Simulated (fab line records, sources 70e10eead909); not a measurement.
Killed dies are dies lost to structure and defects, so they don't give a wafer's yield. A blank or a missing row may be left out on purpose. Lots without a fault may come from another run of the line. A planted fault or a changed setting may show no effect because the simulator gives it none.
Problem report in the 8D (eight disciplines) form, filled by code | flow nand_harc | the parts of the form that need people (team, actions taken, sign-off) are left out

1. THE PROBLEM
heater_power_total_W at NHARC_A_CHANNEL_HOLE_D1_SOFTBAKE_05 reads a mean of 323.07 W on 5 wafers of 3 lots; wafers without a fault read 188.45 W with a standard deviation of 0.13. That is +99 or more standard deviations from the usual mean.
The step: time 55 s.
First seen on wafer L771.4, day 9 23:00, on litho_track-01. The record holds 40 wafers of 14 lots with a number at this step. Rule for "out", or "out of limits": more than 4 standard deviations from the usual mean. The other wafers with a number count as sound.

2. WHAT IT IS AND WHAT IT IS NOT
question                    | is                                     | is not
which readings at this step | heater_power_total_W                   | -
which lots                  | L771, L772, L774                       | L762, L763, L764, L765, L766, L767, L770, L780, L781, L784, L785
which wafers of those lots  | L771.4, L771.5, L772.4, L772.5, L774.5 | L771.3, L774.2
read on which tools         | litho_track-01                         | litho_track-04, litho_track-06
when                        | from day 9 23:00                       | up to then (19 sound wafers); but 16 sound wafers of L770, L774, L780, L781, L784, L785 came after

3. SUSPECTS, AND WHAT RULES EACH OUT
Counting: a tool at a process step up to the reading stays a suspect if it ran every lot that is out. Sound lots after the first of them don't rule it out here, since some wafers of a struck lot are sound.
- litho_track-01 at NHARC_A_CHANNEL_HOLE_D1_SOFTBAKE_05 (time 55 s): kept. It ran every lot that is out, first L771 (day 9 23:00); its last sound lot up to then is L767 (day 9 07:00). Its own readings are out on those wafers: heater_power_total_W.
Left after counting: litho_track-01 at NHARC_A_CHANNEL_HOLE_D1_SOFTBAKE_05.

4. THE CAUSE (what the simulator had put in)
Process parameter drift: litho_track-01, from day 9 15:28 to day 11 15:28, at NHARC_A_CHANNEL_HOLE_D1_SOFTBAKE_05. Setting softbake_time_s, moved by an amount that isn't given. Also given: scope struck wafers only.
Counting left only this tool.

5. THE CHAIN OF EFFECTS, in route order
Each row: a reading whose mean over the struck wafers that have a number lies more than 3 standard deviations from the usual. Only readings for which the record gives a usual standard deviation are gone through. hours: the time from each lot's start at the first step in this table that gives one to its start at this step, as a median over the lots. sigmas: the change in usual standard deviations.
hours | step                                | reading              | usual    | on struck wafers | change  | sigmas
0     | NHARC_A_CHANNEL_HOLE_D1_SOFTBAKE_05 | heater_power_total_W | 188.45 W | 323.07           | +134.62 | +99 or more
The process steps in it:
- NHARC_A_CHANNEL_HOLE_D1_SOFTBAKE_05: time 55 s.
Later measuring or inspecting steps at which every struck wafer that the step has a row for has a number for every such reading, and none has moved that far: NHARC_A_CHANNEL_HOLE_D1_CD_MEAS_18.

6. WHAT WOULD HAVE CAUGHT IT SOONER
In this record the first reading out of limits was taken at day 9 23:00, 8 hours after the fault began at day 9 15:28.
